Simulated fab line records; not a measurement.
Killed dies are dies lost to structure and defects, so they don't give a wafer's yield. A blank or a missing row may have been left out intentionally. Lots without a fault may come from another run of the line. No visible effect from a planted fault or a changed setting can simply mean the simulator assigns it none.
fab line records    flow n5Finfet
record: lots: 15  wafers: 45  lastDay: 18
route steps=1938 shown BEOL_M15@1773
lots that met no fault: from a run of the same line without faults
startH: hours from the record's opening day to when the first of the lot's shown wafers began    waitH: hours since the lot's step before    " same as the row above    L1.1+2: one row covering several wafers at once    - either no value or no given start    * or withheld: withheld    < > ~ a bound
route shown NAME@n: names a module that has steps shown in the file, with the first one's number in the route    usual: mean/standard deviation of fault-free wafers    same: alike in all rows    chamber/n: place in a boat    sites: the reading at each site    _std_site: standard deviation of those values    _edge_site: mean of outer sites minus mean of inner sites    radiusMm: for every site, how far away it sits from the centre of the wafer    mask NAME#n: copy n    behind: the most recent tool/chamber to have shaped the wafer    hold: what put the lot on hold/how long, in hours/how the hold closed    device: transistor that didn't switch, given as n, p or np    end of line: the route-end tests of the same wafers    for a step that has no rows: nothing shown but its recipe    killed: dies lost to structure and defects at the first sort, not the wafer's yield    map: the dies of a wafer, with x for killed, . for not killed, _ for no die there
set.NAME: the run value of the setting; set.NAME@STEP: its run value at that earlier step    model.NAME: the simulator's own value behind a step, which no gauge read
one table for each step of the route and one row for each wafer, over a sample of lots
services: from which hour (startH, from the record's first day; less than 0 if before it) a tool's chamber was out of use, for how many hours, and why
== steps ==
step: N5_BEOL_M15_ILD_DEP_00
recipe: material: SiO2  targetThkA: 16293  tempC: 400  precursor: TEOS/O2  pressureTorr: 6.5  rfW: 900  teosFlowSccm: 161.4  gas: O2  flowSccm: 2650  timeS: 346.1
usual: heaterPowerW: 566/69  showerheadPlenumPTorr: 8.35/0.034  throttleValvePct: 18.5/1.9
lot.wafer  tool      chamber  startH  waitH  heaterPowerW  showerheadPlenumPTorr  throttleValvePct
L559.2     pecvd-01  0        258.82  0.0    684           8.39                   19.7
L559.3     "         2        "       "      545           8.35                   15.9
L559.5     "         0        "       "      533           8.42                   19.7
L561.1     pecvd-02  2        262.70  0.0    474           8.38                   19.0
L561.3     "         0        "       "      518           8.33                   20.6
L561.5     "         0        "       "      627           8.30                   20.7
L560.1     pecvd-01  1        264.10  0.0    614           8.34                   17.4
L560.5     "         1        "       "      489           8.32                   17.5
L560.6     "         0        "       "      693           8.38                   19.7
L562.2     pecvd-01  2        268.15  0.0    463           8.35                   15.9
L562.5     "         0        "       "      537           8.39                   20.0
L562.6     "         1        "       "      504           8.32                   17.6
L563.3     pecvd-04  1        286.47  0.0    610           8.34                   18.7
L563.5     "         2        "       "      666           8.30                   17.6
L563.6     "         1        "       "      457           8.34                   19.1
L569.1     pecvd-02  0        318.53  0.0    555           8.30                   20.3
L569.5     "         1        "       "      531           8.38                   18.7
L569.6     "         2        "       "      615           8.37                   19.2
L570.2     pecvd-01  2        320.27  0.0    481           8.35                   16.1
L570.3     "         1        "       "      508           8.33                   17.6
L570.5     "         1        "       "      611           8.31                   17.8
L571.1     pecvd-01  1        332.12  0.0    624           8.34                   17.5
L571.5     "         1        "       "      624           8.31                   17.7
L571.6     "         2        "       "      444           8.34                   16.1
L576.1     pecvd-04  1        353.95  0.0    472           8.34                   19.0
L576.2     "         2        "       "      616           8.30                   17.5
L576.5     "         0        "       "      605           8.34                   23.5
L577.1     pecvd-01  2        372.84  0.0    537           8.35                   16.3
L577.2     "         0        "       "      565           8.40                   20.3
L577.3     "         1        "       "      649           8.32                   17.6
L580.2     pecvd-01  0        374.98  0.0    588           8.42                   20.1
L580.3     "         2        "       "      510           8.35                   16.0
L580.4     "         1        "       "      632           8.33                   17.6
L579.2     pecvd-02  0        384.76  0.0    530           8.34                   17.1
L579.4     "         1        "       "      534           8.37                   18.8
L579.5     "         0        "       "      616           8.31                   17.0
L578.1     pecvd-04  2        396.92  0.0    588           8.29                   17.3
L578.4     "         2        "       "      670           8.29                   17.4
L578.5     "         0        "       "      601           8.33                   23.3
L581.2     pecvd-02  0        404.80  0.0    567           8.30                   17.0
L581.3     "         2        "       "      599           8.38                   19.6
L581.6     "         0        "       "      649           8.32                   17.1
L582.1     pecvd-04  0        419.15  0.0    552           8.34                   23.6
L582.5     "         1        "       "      590           8.35                   18.7
L582.6     "         2        "       "      671           8.31                   17.7
step: N5_BEOL_M15_CD_MEAS_17
recipe: targetCdNm: 360  polarity: opening
usual: cdNm: 361.8/2.4
lot.wafer  tool      chamber  startH  waitH  cdNm
L559.2     cdSem-01  -        260.09  0.0    365.4
L559.3     "         -        "       "      364.5
L559.5     "         -        "       "      364.3
L561.1     cdSem-02  -        263.84  0.0    365.5
L561.3     "         -        "       "      364.9
L561.5     "         -        "       "      364.1
L560.1     cdSem-03  -        265.37  0.0    364.0
L560.5     "         -        "       "      361.9
L560.6     "         -        "       "      361.3
L562.2     cdSem-01  -        269.42  0.0    361.4
L562.5     "         -        "       "      363.4
L562.6     "         -        "       "      361.7
L563.3     cdSem-02  -        287.74  0.0    362.7
L563.5     "         -        "       "      361.4
L563.6     "         -        "       "      361.1
L569.1     cdSem-01  -        319.81  0.0    366.5
L569.5     "         -        "       "      363.7
L569.6     "         -        "       "      366.1
L570.2     cdSem-02  -        321.53  0.0    361.8
L570.3     "         -        "       "      361.6
L570.5     "         -        "       "      358.9
L571.1     cdSem-03  -        333.37  0.0    363.2
L571.5     "         -        "       "      363.5
L571.6     "         -        "       "      363.3
L576.1     cdSem-01  -        355.08  0.0    358.5
L576.2     "         -        "       "      356.9
L576.5     "         -        "       "      362.1
L577.1     cdSem-01  -        374.11  0.0    361.4
L577.2     "         -        "       "      365.5
L577.3     "         -        "       "      360.6
L580.2     cdSem-03  -        377.36  0.0    362.5
L580.3     "         -        "       "      363.7
L580.4     "         -        "       "      362.9
L579.2     cdSem-03  -        386.10  0.0    359.1
L579.4     "         -        "       "      356.6
L579.5     "         -        "       "      358.9
L578.1     cdSem-01  -        398.19  0.0    359.1
L578.4     "         -        "       "      361.4
L578.5     "         -        "       "      357.9
L581.2     cdSem-01  -        406.26  0.0    362.4
L581.3     "         -        "       "      361.5
L581.6     "         -        "       "      360.2
L582.1     cdSem-03  -        420.29  0.0    365.5
L582.5     "         -        "       "      360.0
L582.6     "         -        "       "      363.1
step: N5_BEOL_M15_EXPOSE_25
recipe: maskId: M15  na: 0.8  sourceShape: annular  sigmaInner: 0.5  sigmaOuter: 0.8  polarization: unpolarized  targetCdNm: 400  doseMj: 35.5
usual: exposureDoseMJCm2: 35.46/0.036  focusOffsetNm: 0.0/0.56
lot.wafer  tool           chamber  startH  waitH  mask   exposureDoseMJCm2  focusOffsetNm
L559.2     krfScanner-02  0        260.79  -      M15#0  35.52              0.6
L559.3     "              0        "       "      M15#0  35.49              0.5
L559.5     "              0        "       "      M15#0  35.46              0.9
L561.1     krfScanner-01  0        264.67  -      M15#0  35.42              -0.7
L561.3     "              0        "       "      M15#0  35.44              -0.7
L561.5     "              0        "       "      M15#0  35.48              -0.4
L560.1     krfScanner-01  0        266.07  -      M15#0  35.51              0.6
L560.5     "              0        "       "      M15#0  35.51              0.1
L560.6     "              0        "       "      M15#0  35.43              0.6
L562.2     krfScanner-01  0        270.13  -      M15#0  35.48              -0.5
L562.5     "              0        "       "      M15#0  35.48              -0.3
L562.6     "              0        "       "      M15#0  35.44              0.2
L563.3     krfScanner-02  0        288.58  -      M15#0  35.52              -0.4
L563.5     "              0        "       "      M15#0  35.50              0.3
L563.6     "              0        "       "      M15#0  35.48              -0.3
L569.1     krfScanner-01  -        320.51  -      M15#0  -                  -
L569.5     "              -        "       "      M15#0  -                  -
L569.6     "              -        "       "      M15#0  -                  -
L570.2     krfScanner-01  -        322.37  -      M15#0  -                  -
L570.3     "              -        "       "      M15#0  -                  -
L570.5     "              -        "       "      M15#0  -                  -
L571.1     krfScanner-02  -        334.20  -      M15#0  -                  -
L571.5     "              -        "       "      M15#0  -                  -
L571.6     "              -        "       "      M15#0  -                  -
L576.1     krfScanner-02  0        355.79  -      M15#0  35.40              -0.8
L576.2     "              0        "       "      M15#0  35.41              0.5
L576.5     "              0        "       "      M15#0  35.42              -0.2
L577.1     krfScanner-02  0        375.15  -      M15#0  35.40              0.8
L577.2     "              0        "       "      M15#0  35.45              1.0
L577.3     "              0        "       "      M15#0  35.44              0.6
L580.2     krfScanner-02  0        378.10  -      M15#0  35.50              -0.3
L580.3     "              0        "       "      M15#0  35.51              -0.1
L580.4     "              0        "       "      M15#0  35.49              -0.2
L579.2     krfScanner-02  0        386.80  -      M15#0  35.46              -0.4
L579.4     "              0        "       "      M15#0  35.51              0.7
L579.5     "              0        "       "      M15#0  35.49              -0.5
L578.1     krfScanner-02  0        398.99  -      M15#0  35.46              -0.7
L578.4     "              0        "       "      M15#0  35.45              -1.1
L578.5     "              0        "       "      M15#0  35.44              -1.2
L581.2     krfScanner-01  0        407.10  -      M15#0  35.48              0.6
L581.3     "              0        "       "      M15#0  35.46              1.1
L581.6     "              0        "       "      M15#0  35.47              1.0
L582.1     krfScanner-01  0        421.04  -      M15#0  35.51              0.4
L582.5     "              0        "       "      M15#0  35.43              -0.8
L582.6     "              0        "       "      M15#0  35.45              -0.1
step: N5_BEOL_M15_ETCH_61
recipe: chemistry: N2/H2  target: BARC  targetDepthA: 890  overetchA: 267  timeS: 67.9  ionEnergyEv: 200  pressureMtorr: 30  sourceW: 840  biasW: 150  n2FlowSccm: 200  h2FlowSccm: 200
usual: chamberPressureMTorr: 30.000/0.026  drypumpMotorCurrentA: 5.6/0.44  h2FlowSccm: 200.0/0.64  oesProductAu: 0.66/0.072  rfVppV: 524.3/2.1  showerheadPlenumPTorr: 2.55/0.07  throttleValvePct: 17.94/0.25
lot.wafer  tool        chamber  startH  waitH  chamberPressureMTorr  drypumpMotorCurrentA  h2FlowSccm  oesProductAu  rfHoursCounterH  rfVppV  showerheadPlenumPTorr  throttleValvePct
L559.2     rieDiel-05  2        261.13  0.0    29.982                5.3                   201.4       0.61          200              523.1   2.52                   17.81
L559.3     "           0        "       "      29.985                5.8                   199.3       0.61          211              526.0   2.61                   17.97
L559.5     "           0        "       "      30.053                5.8                   199.7       0.61          -                526.5   2.61                   17.96
L561.1     rieDiel-03  1        265.35  0.0    29.983                5.1                   199.8       0.64          175              523.6   2.51                   17.90
L561.3     "           0        "       "      30.006                5.5                   199.7       0.71          82               521.5   2.47                   17.90
L561.5     "           2        "       "      30.027                5.1                   200.2       0.79          -                524.8   2.59                   17.43
L560.1     rieDiel-04  3        266.51  0.0    30.010                5.0                   199.4       0.81          4                522.6   2.48                   17.50
L560.5     "           0        "       "      30.022                6.2                   200.4       0.62          -                524.9   2.53                   18.11
L560.6     "           3        "       "      29.995                5.0                   200.0       0.82          -                521.4   2.47                   17.53
L562.2     rieDiel-05  2        270.42  0.0    30.024                5.3                   201.0       0.60          205              522.5   2.51                   17.80
L562.5     "           3        "       "      30.013                5.8                   200.1       0.63          -                523.8   2.53                   18.21
L562.6     "           2        "       "      30.001                5.3                   200.6       0.61          -                522.3   2.51                   17.81
L563.3     rieDiel-04  1        288.90  0.0    29.962                5.5                   200.8       0.65          146              524.7   2.53                   18.19
L563.5     "           1        "       "      30.031                5.5                   199.7       0.65          -                524.3   2.53                   18.17
L563.6     "           2        "       "      30.017                6.6                   199.6       0.81          -                528.6   2.72                   17.60
L569.1     rieDiel-04  0        320.81  0.0    29.981                6.2                   199.2       0.60          235              522.3   2.52                   18.14
L569.5     "           3        "       "      30.008                5.0                   199.9       0.79          -                522.1   2.47                   17.53
L569.6     "           2        "       "      30.011                6.5                   199.6       0.78          -                529.3   2.71                   17.62
L570.2     rieDiel-04  1        322.66  0.0    29.973                5.5                   201.1       0.64          158              524.4   2.53                   18.20
L570.3     "           2        "       "      29.977                6.5                   200.7       0.79          19               528.3   2.71                   17.62
L570.5     "           3        "       "      30.007                4.9                   199.0       0.80          -                522.0   2.47                   17.53
L571.1     rieDiel-05  0        334.83  0.0    30.019                5.8                   200.2       0.59          236              526.1   2.60                   18.00
L571.5     "           2        "       "      30.031                5.3                   199.6       0.60          -                524.2   2.50                   17.85
L571.6     "           3        "       "      29.958                5.9                   200.1       0.61          -                522.9   2.53                   18.23
L576.1     rieDiel-05  2        356.08  0.0    30.008                5.3                   199.7       0.59          231              524.1   2.50                   17.86
L576.2     "           3        "       "      30.017                5.8                   200.3       0.61          216              522.4   2.52                   18.24
L576.5     "           2        "       "      29.988                5.3                   199.9       0.59          -                521.6   2.50                   17.86
L577.1     rieDiel-03  2        376.59  0.0    30.025                5.1                   199.7       0.75          46               526.7   2.57                   17.46
L577.2     "           1        "       "      29.985                5.1                   200.7       0.61          210              524.6   2.50                   17.93
L577.3     "           3        "       "      29.991                5.6                   198.8       0.60          219              525.5   2.61                   18.20
L580.2     rieDiel-03  3        378.39  0.0    30.009                5.6                   199.4       0.61          219              525.6   2.61                   18.20
L580.3     "           0        "       "      30.006                5.5                   200.3       0.68          117              519.6   2.45                   17.97
L580.4     "           1        "       "      29.991                5.1                   200.3       0.61          211              523.4   2.50                   17.94
L579.2     rieDiel-03  1        387.35  0.0    29.986                5.1                   199.5       0.61          214              522.9   2.50                   17.95
L579.4     "           3        "       "      29.976                5.6                   199.4       0.60          222              526.2   2.61                   18.22
L579.5     "           3        "       "      30.025                5.6                   199.6       0.60          -                525.7   2.61                   18.19
L578.1     rieDiel-03  3        399.59  0.0    30.050                5.6                   200.3       0.61          226              526.5   2.61                   18.21
L578.4     "           0        "       "      29.996                5.4                   199.6       0.67          -                520.7   2.45                   17.98
L578.5     "           3        "       "      30.020                5.6                   200.3       0.60          -                525.8   2.61                   18.21
L581.2     rieDiel-05  0        407.39  0.0    30.031                5.8                   200.2       0.59          248              525.6   2.60                   18.02
L581.3     "           1        "       "      29.972                5.6                   200.2       0.58          246              523.3   2.52                   18.15
L581.6     "           0        "       "      29.952                5.8                   199.6       0.58          -                526.3   2.60                   18.04
L582.1     rieDiel-04  0        421.39  0.0    30.022                6.1                   200.7       0.82          0                522.9   2.51                   17.70
L582.5     "           2        "       "      30.001                6.6                   199.6       0.73          -                529.0   2.70                   17.69
L582.6     "           1        "       "      30.007                5.6                   198.5       0.61          -                524.4   2.51                   18.27
== services ==
tool           chamber  startH  hours  kind
krfScanner-02  0        236.77  -      calibration
rieDiel-03     1        238.76  4.5    repair
krfScanner-01  -        243.01  1.3    repair
krfScanner-02  -        259.11  0.8    pm
krfScanner-01  -        259.68  0.8    repair
pecvd-01       0        272.18  70.1   repair
rieDiel-04     3        285.00  27.2   repair
krfScanner-02  -        308.54  1.3    pm
pecvd-04       -        319.34  11.9   repair
rieDiel-04     0        322.48  6.7    repair
pecvd-02       -        326.81  1.8    repair
rieDiel-04     -        351.21  1.5    repair
krfScanner-01  -        361.51  1.0    pm
rieDiel-05     1        366.16  8.4    repair
krfScanner-02  -        367.03  1.0    pm
rieDiel-05     -        374.16  14.6   pm
rieDiel-04     3        378.16  8.3    repair
krfScanner-01  -        379.92  1.3    pm
krfScanner-02  -        382.00  2.3    repair
krfScanner-01  -        384.26  0.8    pm
rieDiel-05     0        389.04  11.5   repair
rieDiel-03     1        396.85  17.9   repair
krfScanner-01  -        408.29  0.6    repair
krfScanner-02  0        411.38  -      calibration
== key ==
firstSign: step: N5_BEOL_M15_EXPOSE_25  reading: toolRecord  direction: missing
effect none on later readings
metAt N5_BEOL_M15_EXPOSE_25
struckLots L569,L570,L571
laterRowsLeftOut L569.1,L569.5,L569.6,L570.2,L570.3,L570.5,L571.1,L571.5,L571.6
sortLeftOut L569.1,L569.5,L569.6,L570.2,L570.3,L570.5,L571.1,L571.5,L571.6
notActingAt N5_BEOL_M15_ILD_DEP_00,N5_BEOL_M15_CD_MEAS_17,N5_BEOL_M15_ETCH_61
onsetBetween 288.58 320.51
fault: kind: skippedStepWhole  tool: krfScanner-01,krfScanner-02  chamber: -  onsetH: 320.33  steps: N5_BEOL_M15_EXPOSE_25  scope: struckLotsOnly
sortLeftOut: the simulated sort isn't trusted on such a fault, so these wafers' sort isn't shown, and their yield isn't known
laterRowsLeftOut: the simulator's readings of these wafers behind a module that went badly wrong aren't trusted and aren't shown, but for the sort
